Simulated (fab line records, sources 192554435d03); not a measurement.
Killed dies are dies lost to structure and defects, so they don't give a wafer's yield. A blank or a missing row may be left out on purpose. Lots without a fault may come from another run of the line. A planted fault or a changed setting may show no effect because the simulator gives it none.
fab line records | flow n5_finfet
record lots=24 wafers=72 last_day=18
route steps=1938 shown BEOL_M3@983 BEOL_M4@1023
lots that met no fault: from a run of the same line without faults
start_h: hours from the record's first day to the start of the lot's first wafer shown | wait_h: hours since the lot's step before | " the same as in the row above | L1.1+2: a row that stands for several wafers | - no value, or no start given | * or withheld: withheld | < > ~ a bound
route shown NAME@n: a module of which the file shows steps, and the number in the route of the first | usual: mean/standard deviation of fault-free wafers | same: alike in all rows | chamber/n: place in a boat | sites: the reading at each site | _std_site: their standard deviation | _edge_site: outer sites' mean less inner sites' | radius_mm: how far each site lies from the wafer's centre | mask NAME#n: copy n | behind: the tool/chamber that last shaped the wafer | hold: why the lot was held/for how many hours/how that ended | device: the transistor (n, p or np) that didn't switch | end of line: the same wafers' tests at the end of the route | a step without rows: its recipe alone | killed: dies lost to structure and defects at the first sort, not the wafer's yield | map: a wafer's dies, x killed, . not, _ none there
set.NAME: the setting as run; set.NAME@STEP: as run at that earlier step | model.NAME: the simulator's own value behind a step, which no gauge read
steps of the route over a sample of lots; a table a step, a row a wafer
services: from which hour (start_h, from the record's first day; less than 0 if before it) a tool's chamber was out of use, for how many hours, and why
## steps
# step N5_BEOL_M3_OCD_MEAS_38
# usual trench_depth_nm=55.1/1.1
# columns lot.wafer tool chamber start_h wait_h trench_depth_nm
L074.1 ocd-02 - 165.13 - 54.8
L074.3 " - " " 54.7
L074.5 " - " " 55.6
L076.1 ocd-02 - 169.09 - 54.3
L076.3 " - " " 53.6
L076.6 " - " " 55.0
L075.3 ocd-01 - 169.19 - 56.2
L075.4 " - " " 55.8
L075.6 " - " " 55.9
L077.1 ocd-01 - 172.26 - 54.1
L077.3 " - " " 52.9
L077.5 " - " " 55.5
L078.2 ocd-02 - 179.38 - 53.4
L078.4 " - " " 53.3
L078.5 " - " " 55.4
L079.3 ocd-01 - 182.63 - 53.9
L079.4 " - " " 54.4
L079.6 " - " " 54.6
L080.1 ocd-01 - 182.88 - 56.7
L080.2 " - " " 53.4
L080.6 " - " " 55.8
L081.2 ocd-02 - 208.57 - 54.5
L081.4 " - " " 56.4
L081.5 " - " " 55.3
L082.2 ocd-02 - 209.04 - 53.3
L082.4 " - " " 53.7
L082.6 " - " " 53.6
L084.1 ocd-02 - 217.82 - 53.1
L084.3 " - " " 56.7
L084.4 " - " " 56.1
L083.2 ocd-02 - 217.96 - 53.4
L083.4 " - " " 53.4
L083.5 " - " " 54.9
L085.3 ocd-02 - 229.96 - 55.2
L085.5 " - " " 55.5
L085.6 " - " " 56.2
L087.2 ocd-02 - 233.30 - 53.6
L087.4 " - " " 55.7
L087.6 " - " " 56.2
L088.2 ocd-02 - 238.89 - 56.1
L088.3 " - " " 57.1
L088.5 " - " " 56.2
L086.1 ocd-02 - 243.89 - 54.4
L086.2 " - " " 54.7
L086.5 " - " " 55.1
L089.2 ocd-01 - 243.92 - 55.0
L089.4 " - " " 54.6
L089.6 " - " " 53.9
L091.2 ocd-01 - 250.80 - 56.7
L091.4 " - " " 56.1
L091.6 " - " " 56.6
L090.1 ocd-02 - 254.52 - 54.8
L090.5 " - " " 55.2
L090.6 " - " " 54.7
L092.2 ocd-02 - 265.91 - 55.3
L092.5 " - " " 56.5
L092.6 " - " " 56.8
L093.3 ocd-02 - 272.00 - 56.4
L093.4 " - " " 56.1
L093.5 " - " " 56.9
L094.4 ocd-02 - 282.70 - 56.0
L094.5 " - " " 56.9
L094.6 " - " " 55.4
L095.1 ocd-02 - 283.72 - 55.3
L095.5 " - " " 54.6
L095.6 " - " " 54.5
L097.1 ocd-01 - 302.60 - 55.3
L097.4 " - " " 53.7
L097.5 " - " " 56.0
L096.1 ocd-02 - 302.67 - 54.4
L096.2 " - " " 54.9
L096.3 " - " " 54.9
# step N5_BEOL_M3_ALD_84
# recipe material=TaN target_thk_a=* temp_c=275 ald_precursor_family=PDMAT ald_co_reactant=NH3 pressure_torr=3 carrier_flow_sccm=1500 pulse_time_s=2 purge_time_s=3 co_reactant_purge_time_s=2 co_reactant_pulse_time_s=3 ald_cycles=30 precursor_vessel_temp_c=75 precursor_vessel_pressure_torr=26.25 precursor_vessel_carrier_sccm=1000
# usual heater_power_w=417/31
# columns lot.wafer tool chamber start_h wait_h heater_power_w
L074.1 ald_metal-04 2 165.46 0.0 476
L074.3 " 0 " " 413
L074.5 " 3 " " 396
L076.1 ald_metal-04 1 169.90 0.0 413
L076.3 " 3 " " 388
L076.6 " 1 " " 414
L075.3 ald_metal-02 0 169.94 0.1 392
L075.4 " 2 " " 373
L075.6 " 3 " " 426
L077.1 ald_metal-03 0 172.72 0.1 378
L077.3 " 1 " " 466
L077.5 " 0 " " 384
L078.2 ald_metal-04 3 179.85 0.0 398
L078.4 " 0 " " 417
L078.5 " 3 " " 390
L079.3 ald_metal-03 2 183.38 0.1 465
L079.4 " 3 " " 424
L079.6 " 1 " " 488
L080.1 ald_metal-02 3 183.59 0.1 427
L080.2 " 1 " " 398
L080.6 " 1 " " 399
L081.2 ald_metal-02 2 209.15 0.2 377
L081.4 " 0 " " 401
L081.5 " 0 " " 406
L082.2 ald_metal-02 1 209.35 0.0 399
L082.4 " 3 " " 435
L082.6 " 0 " " 402
L084.1 ald_metal-02 0 218.25 0.0 394
L084.3 " 2 " " 386
L084.4 " 1 " " 404
L083.2 ald_metal-03 3 218.28 0.0 432
L083.4 " 0 " " 378
L083.5 " 2 " " 472
L085.3 ald_metal-02 2 230.49 0.1 389
L085.5 " 1 " " 401
L085.6 " 0 " " 395
L087.2 ald_metal-04 1 233.69 0.0 415
L087.4 " 0 " " 411
L087.6 " 2 " " 468
L088.2 ald_metal-03 3 239.29 0.2 440
L088.3 " 1 " " 472
L088.5 " 0 " " 386
L086.1 ald_metal-02 1 244.60 0.1 411
L086.2 " 3 " " 439
L086.5 " 3 " " 418
L089.2 ald_metal-04 1 244.62 0.0 417
L089.4 " 2 " " 458
L089.6 " 3 " " 389
L091.2 ald_metal-02 2 251.51 0.0 382
L091.4 " 0 " " 402
L091.6 " 2 " " 387
L090.1 ald_metal-04 2 254.89 0.0 458
L090.5 " 1 " " 421
L090.6 " 2 " " 462
L092.2 ald_metal-04 2 266.39 0.0 472
L092.5 " 1 " " 408
L092.6 " 2 " " 466
L093.3 ald_metal-02 0 272.65 0.0 400
L093.4 " 0 " " 390
L093.5 " 2 " " 394
L094.4 ald_metal-02 1 283.45 0.1 404
L094.5 " 0 " " 390
L094.6 " 3 " " 441
L095.1 ald_metal-02 1 284.82 0.0 404
L095.5 " 2 " " 379
L095.6 " 3 " " 421
L097.1 ald_metal-02 2 303.36 0.0 387
L097.4 " 3 " " 429
L097.5 " 2 " " 395
L096.1 ald_metal-03 3 303.54 0.0 424
L096.2 " 2 " " 480
L096.3 " 0 " " 379
# step N5_BEOL_M3_SPUTTER_86
# recipe material=Cu target_thk_a=45 temp_c=-20 chamber_pressure_pa=0.07 power_w=withheld time_s=8.29
# usual substrate_temp_c=-20.01/0.095 throttle_valve_pct=30.5/0.86
# columns lot.wafer tool chamber start_h wait_h substrate_temp_c throttle_valve_pct
L074.1 pvd_sputter-03 - 168.02 0.1 -19.96 29.7
L074.3 " - " " -20.18 32.1
L074.5 " - " " -19.99 29.1
L076.1 pvd_sputter-03 - 171.08 0.1 -19.99 31.0
L076.3 " - " " -20.01 29.9
L076.6 " - " " -20.00 29.8
L075.3 pvd_sputter-01 - 171.10 0.1 -19.89 30.1
L075.4 " - " " -19.90 30.2
L075.6 " - " " -19.99 31.9
L077.1 pvd_sputter-01 - 174.06 0.1 -20.06 31.3
L077.3 " - " " -20.11 30.1
L077.5 " - " " -20.00 29.9
L078.2 pvd_sputter-03 - 182.69 0.1 -19.98 32.1
L078.4 " - " " -20.03 31.0
L078.5 " - " " -20.10 30.0
L080.1 pvd_sputter-03 - 184.85 0.1 -19.85 28.8
L080.2 " - " " -19.84 31.4
L080.6 " - " " -19.93 28.9
L079.3 pvd_sputter-02 - 186.41 0.1 -20.09 30.0
L079.4 " - " " -19.77 30.7
L079.6 " - " " -19.96 30.5
L082.2 pvd_sputter-03 - 210.63 0.1 -20.07 32.0
L082.4 " - " " -20.02 31.0
L082.6 " - " " -20.11 29.8
L081.2 pvd_sputter-01 - 210.66 0.1 -19.91 31.1
L081.4 " - " " -20.14 30.3
L081.5 " - " " -19.95 30.5
L084.1 pvd_sputter-03 - 219.68 0.1 -20.10 31.9
L084.3 " - " " -20.03 29.3
L084.4 " - " " -20.14 31.1
L083.2 pvd_sputter-02 - 219.82 0.1 -20.00 30.7
L083.4 " - " " -19.97 30.3
L083.5 " - " " -19.82 30.7
L085.3 pvd_sputter-02 - 232.05 0.1 -20.08 30.5
L085.5 " - " " -20.16 30.1
L085.6 " - " " -20.01 29.7
L087.2 pvd_sputter-02 - 234.93 0.1 -20.07 30.5
L087.4 " - " " -19.96 29.9
L087.6 " - " " -19.93 30.5
L088.2 pvd_sputter-01 - 242.56 0.1 -20.11 30.4
L088.3 " - " " -20.02 31.1
L088.5 " - " " -19.95 30.4
L086.1 pvd_sputter-02 - 245.72 0.1 -19.83 29.8
L086.2 " - " " -19.93 30.4
L086.5 " - " " -19.96 29.6
L089.2 pvd_sputter-03 - 245.88 0.1 -20.02 32.1
L089.4 " - " " -20.11 29.7
L089.6 " - " " -20.17 31.3
L091.2 pvd_sputter-03 - 252.97 0.1 -19.96 29.8
L091.4 " - " " -20.08 29.2
L091.6 " - " " -19.97 29.2
L090.1 pvd_sputter-02 - 256.27 0.1 -19.99 30.5
L090.5 " - " " -20.08 30.4
L090.6 " - " " -20.09 30.6
L092.2 pvd_sputter-01 - 269.33 0.1 -20.13 31.8
L092.5 " - " " -19.98 31.2
L092.6 " - " " -19.89 30.7
L093.3 pvd_sputter-02 - 273.77 0.1 -20.06 30.5
L093.4 " - " " -20.04 30.1
L093.5 " - " " -20.05 30.6
L094.4 pvd_sputter-02 - 284.69 0.1 -19.86 30.7
L094.5 " - " " -19.93 30.5
L094.6 " - " " -20.08 30.8
L095.1 pvd_sputter-03 - 286.03 0.1 -19.96 29.5
L095.5 " - " " -20.06 31.9
L095.6 " - " " -20.24 31.0
L097.1 pvd_sputter-03 - 304.77 0.1 -19.96 31.2
L097.4 " - " " -19.98 29.8
L097.5 " - " " -19.98 30.0
L096.1 pvd_sputter-01 - 306.46 0.1 -19.85 30.5
L096.2 " - " " -20.19 31.3
L096.3 " - " " -19.98 30.0
# step N5_BEOL_M3_ANNEAL_91
# recipe temp_c=400 time_s=240 ambient=vacuum
# usual heater_power_w=838/54 susceptor_temp_C_max=401.0/0.35
# columns lot.wafer tool chamber start_h wait_h heater_power_w susceptor_temp_C_max
L074.1 pvd_sputter-03 - 168.54 0.0 833 400.9
L074.3 " - " " 925 401.6
L074.5 " - " " 827 401.1
L076.1 pvd_sputter-03 - 171.60 0.0 801 401.5
L076.3 " - " " 818 401.3
L076.6 " - " " 830 401.3
L075.3 pvd_sputter-01 - 171.62 0.0 915 400.6
L075.4 " - " " 933 400.6
L075.6 " - " " 734 400.6
L077.1 pvd_sputter-01 - 174.58 0.0 844 401.2
L077.3 " - " " 909 401.1
L077.5 " - " " 904 401.2
L078.2 pvd_sputter-03 - 183.21 0.0 918 401.3
L078.4 " - " " 762 400.9
L078.5 " - " " 852 401.0
L080.1 pvd_sputter-03 - 185.37 0.0 835 401.0
L080.2 " - " " 786 401.0
L080.6 " - " " 839 400.9
L079.3 pvd_sputter-02 - 186.93 0.0 743 401.3
L079.4 " - " " 822 400.5
L079.6 " - " " 826 400.6
L082.2 pvd_sputter-03 - 211.15 0.0 895 401.9
L082.4 " - " " 769 401.2
L082.6 " - " " 830 400.3
L081.2 pvd_sputter-01 - 211.18 0.0 837 401.0
L081.4 " - " " 877 400.5
L081.5 " - " " 865 400.5
L084.1 pvd_sputter-03 - 220.20 0.0 897 401.8
L084.3 " - " " 846 401.2
L084.4 " - " " 754 400.7
L083.2 pvd_sputter-02 - 220.34 0.0 808 400.9
L083.4 " - " " 901 401.1
L083.5 " - " " 824 400.8
L085.3 pvd_sputter-02 - 232.57 0.0 921 401.1
L085.5 " - " " 918 400.7
L085.6 " - " " 748 401.1
L087.2 pvd_sputter-02 - 235.45 0.0 842 400.9
L087.4 " - " " 760 401.2
L087.6 " - " " 818 400.6
L088.2 pvd_sputter-01 - 243.08 0.0 849 400.4
L088.3 " - " " 816 401.5
L088.5 " - " " 922 400.9
L086.1 pvd_sputter-02 - 246.24 0.0 772 401.4
L086.2 " - " " 791 400.7
L086.5 " - " " 787 401.0
L089.2 pvd_sputter-03 - 246.40 0.0 916 401.3
L089.4 " - " " 851 400.8
L089.6 " - " " 781 400.8
L091.2 pvd_sputter-03 - 253.53 0.0 832 401.2
L091.4 " - " " 849 401.4
L091.6 " - " " 827 401.1
L090.1 pvd_sputter-02 - 256.79 0.0 831 400.7
L090.5 " - " " 933 400.8
L090.6 " - " " 808 400.6
L092.2 pvd_sputter-01 - 269.85 0.0 739 401.0
L092.5 " - " " 847 401.4
L092.6 " - " " 874 400.9
L093.3 pvd_sputter-02 - 274.29 0.0 906 400.6
L093.4 " - " " 767 401.2
L093.5 " - " " 845 400.5
L094.4 pvd_sputter-02 - 285.21 0.0 844 400.8
L094.5 " - " " 904 401.1
L094.6 " - " " 809 401.0
L095.1 pvd_sputter-03 - 286.55 0.0 832 401.7
L095.5 " - " " 910 401.7
L095.6 " - " " 779 400.8
L097.1 pvd_sputter-03 - 305.29 0.0 790 401.0
L097.4 " - " " 854 401.4
L097.5 " - " " 864 401.0
L096.1 pvd_sputter-01 - 306.98 0.0 876 400.8
L096.2 " - " " 843 401.2
L096.3 " - " " 922 400.8
# step N5_BEOL_M3_PRE_CLEAN_60
# recipe gas=NH3/H2 time_s=15 temp_c=* rf_power_w=300
# usual heater_power_w=93/26
# columns lot.wafer tool chamber start_h wait_h heater_power_w
L074.1 cvd_co-01 1 170.08 0.0 69
L074.3 " 0 " " 123
L074.5 " 0 " " 125
L076.1 cvd_co-01 1 173.00 0.0 69
L076.3 " 0 " " 125
L076.6 " 1 " " 70
L075.3 cvd_co-02 0 173.12 0.1 58
L075.4 " 0 " " 59
L075.6 " 1 " " 128
L077.1 cvd_co-01 0 175.98 0.0 123
L077.3 " 1 " " 69
L077.5 " 1 " " 68
L078.2 cvd_co-02 1 184.82 0.0 131
L078.4 " 1 " " 131
L078.5 " 0 " " 60
L080.1 cvd_co-02 2 186.78 0.0 90
L080.2 " 0 " " 60
L080.6 " 0 " " 59
L079.3 cvd_co-01 0 188.35 0.0 128
L079.4 " 1 " " 69
L079.6 " 2 " " 83
L082.2 cvd_co-02 1 212.56 0.0 128
L082.4 " 0 " " 59
L082.6 " 2 " " 87
L081.2 cvd_co-01 1 212.58 0.0 70
L081.4 " 1 " " 68
L081.5 " 2 " " 83
L084.1 cvd_co-01 1 221.70 0.0 69
L084.3 " 2 " " 83
L084.4 " 1 " " 70
L083.2 cvd_co-02 1 222.16 0.0 129
L083.4 " 1 " " 130
L083.5 " 0 " " 60
L085.3 cvd_co-02 2 234.18 0.0 92
L085.5 " 2 " " 89
L085.6 " 1 " " 134
L087.2 cvd_co-01 0 236.87 0.0 127
L087.4 " 2 " " 82
L087.6 " 1 " " 72
L088.2 cvd_co-02 1 244.72 0.0 130
L088.3 " 2 " " 90
L088.5 " 0 " " 59
L086.1 cvd_co-02 2 247.72 0.1 89
L086.2 " 1 " " 132
L086.5 " 0 " " 60
L089.2 cvd_co-01 2 247.80 0.0 84
L089.4 " 1 " " 71
L089.6 " 2 " " 85
L091.2 cvd_co-01 2 254.99 0.0 84
L091.4 " 0 " " 125
L091.6 " 1 " " 69
L090.1 cvd_co-01 1 258.32 0.0 70
L090.5 " 2 " " 85
L090.6 " 0 " " 128
L092.2 cvd_co-02 0 271.27 0.0 60
L092.5 " 0 " " 62
L092.6 " 2 " " 93
L093.3 cvd_co-01 0 276.10 0.0 127
L093.4 " 2 " " 84
L093.5 " 0 " " 129
L094.4 cvd_co-01 2 286.70 0.1 85
L094.5 " 1 " " 67
L094.6 " 0 " " 131
L095.1 cvd_co-01 2 287.97 0.0 85
L095.5 " 2 " " 82
L095.6 " 0 " " 127
L097.1 cvd_co-02 1 306.78 0.0 131
L097.4 " 0 " " 59
L097.5 " 1 " " 127
L096.1 cvd_co-02 0 308.40 0.0 61
L096.2 " 2 " " 92
L096.3 " 1 " " 131
# step N5_BEOL_M4_PECVD_72
# recipe material=SiO2 target_thk_a=160 temp_c=400 precursor=TEOS/O2 pressure_torr=5.5 rf_w=450 teos_flow_sccm=53.8 gas=O2 flow_sccm=3000 time_s=18
# usual heater_power_w=702/81 showerhead_plenum_p_Torr=8.81/0.058 throttle_valve_pct=22.6/1.4
# columns lot.wafer tool chamber start_h wait_h heater_power_w showerhead_plenum_p_Torr throttle_valve_pct
L074.1 pecvd-02 1 170.49 0.0 576 8.90 24.8
L074.3 " 0 " " 755 8.82 22.8
L074.5 " 0 " " 750 8.80 23.0
L076.1 pecvd-01 1 173.42 0.0 743 8.73 24.1
L076.3 " 0 " " 771 8.78 21.1
L076.6 " 0 " " 782 8.78 21.0
L075.3 pecvd-03 1 173.51 0.0 697 8.70 22.6
L075.4 " 0 " " 881 8.70 22.9
L075.6 " 2 " " 842 8.85 20.7
L077.1 pecvd-02 0 176.37 0.0 775 8.83 22.8
L077.3 " 2 " " 661 8.84 21.9
L077.5 " 2 " " 651 8.85 21.5
L078.2 pecvd-01 1 185.21 0.0 625 8.74 23.8
L078.4 " 0 " " 767 8.78 21.0
L078.5 " 1 " " 623 8.72 23.8
L080.1 pecvd-02 0 187.17 0.0 785 8.82 22.6
L080.2 " 1 " " 660 8.86 24.7
L080.6 " 2 " " 628 8.85 21.9
L079.3 pecvd-02 0 188.74 0.0 788 8.82 22.8
L079.4 " 1 " " 606 8.91 24.6
L079.6 " 0 " " 778 8.82 22.6
L082.2 pecvd-02 0 212.95 0.0 717 8.83 22.9
L082.4 " 0 " " 698 8.80 22.8
L082.6 " 0 " " 693 8.82 22.8
L081.2 pecvd-03 0 212.99 0.0 843 8.69 22.7
L081.4 " 1 " " 644 8.67 22.4
L081.5 " 0 " " 840 8.69 22.6
L084.1 pecvd-02 0 222.09 0.0 663 8.81 22.8
L084.3 " 1 " " 644 8.89 24.4
L084.4 " 1 " " 683 8.87 24.6
L083.2 pecvd-02 0 222.58 0.0 772 8.81 23.0
L083.4 " 1 " " 671 8.89 24.6
L083.5 " 2 " " 613 8.84 21.8
L085.3 pecvd-02 2 234.57 0.0 659 8.83 21.8
L085.5 " 2 " " 649 8.82 21.8
L085.6 " 1 " " 570 8.86 24.5
L087.2 pecvd-01 2 237.29 0.0 716 8.75 19.9
L087.4 " 0 " " 846 8.78 21.1
L087.6 " 2 " " 698 8.74 19.8
L088.2 pecvd-01 2 245.16 0.0 600 8.76 19.9
L088.3 " 2 " " 647 8.75 20.0
L088.5 " 0 " " 759 8.78 21.2
L086.1 pecvd-01 1 248.12 0.1 735 8.72 23.9
L086.2 " 0 " " 876 8.80 21.2
L086.5 " 2 " " 703 8.75 20.2
L089.2 pecvd-02 0 248.19 0.0 672 8.79 22.8
L089.4 " 2 " " 699 8.84 21.9
L089.6 " 1 " " 571 8.88 24.4
L091.2 pecvd-01 1 255.38 0.0 668 8.72 23.7
L091.4 " 0 " " 891 8.78 21.4
L091.6 " 2 " " 659 8.76 19.7
L090.1 pecvd-01 2 258.72 0.0 715 8.74 19.6
L090.5 " 2 " " 719 8.76 20.0
L090.6 " 1 " " 629 8.72 23.7
L092.2 pecvd-02 1 271.66 0.0 605 8.89 24.4
L092.5 " 0 " " 747 8.84 23.0
L092.6 " 1 " " 591 8.88 24.5
L093.3 pecvd-02 1 276.49 0.0 600 8.90 24.3
L093.4 " 0 " " 739 8.81 22.9
L093.5 " 1 " " 597 8.87 24.5
L094.4 pecvd-02 2 287.09 0.1 676 8.83 21.9
L094.5 " 1 " " 605 8.86 24.6
L094.6 " 0 " " 792 8.81 22.7
L095.1 pecvd-02 2 288.36 0.0 640 8.85 22.1
L095.5 " 2 " " 647 8.85 21.9
L095.6 " 1 " " 652 8.87 24.2
L097.1 pecvd-02 1 307.17 0.0 664 8.90 24.4
L097.4 " 0 " " 767 8.82 22.5
L097.5 " 2 " " 634 8.85 21.9
L096.1 pecvd-02 1 308.79 0.0 697 8.88 24.4
L096.2 " 2 " " 697 8.85 22.0
L096.3 " 0 " " 795 8.81 22.5
## services
# columns tool chamber start_h hours kind
pvd_sputter-01 - 141.50 2.1 repair
pecvd-03 - 161.43 0.3 repair
ald_metal-02 - 172.83 1.0 repair
ald_metal-02 0 188.05 4.4 repair
pecvd-01 2 202.38 - clean
pecvd-01 2 202.38 - consumable_replace:showerhead
pecvd-01 2 202.38 29.0 scheduled_down
pecvd-01 2 202.38 29.0 vent_cycle
ald_metal-04 - 202.39 0.8 repair
pecvd-02 1 204.81 2.1 scheduled_down
ald_metal-04 - 207.84 2.8 pm
pecvd-02 2 212.94 5.5 scheduled_down
pecvd-03 - 217.15 98.4 repair
pecvd-01 1 234.87 10.4 repair
ald_metal-02 - 238.32 2.8 pm
pecvd-02 - 240.78 1.8 repair
ald_metal-03 2 256.20 1.8 repair
pecvd-02 1 256.42 - calibration
ald_metal-02 1 259.77 20.7 repair
ald_metal-03 - 267.58 14.6 pm
ald_metal-03 3 285.55 13.2 repair
pvd_sputter-02 - 288.91 7.9 repair
pecvd-02 2 301.11 4.4 repair
pvd_sputter-02 - 303.50 6.2 repair
## key
fault none
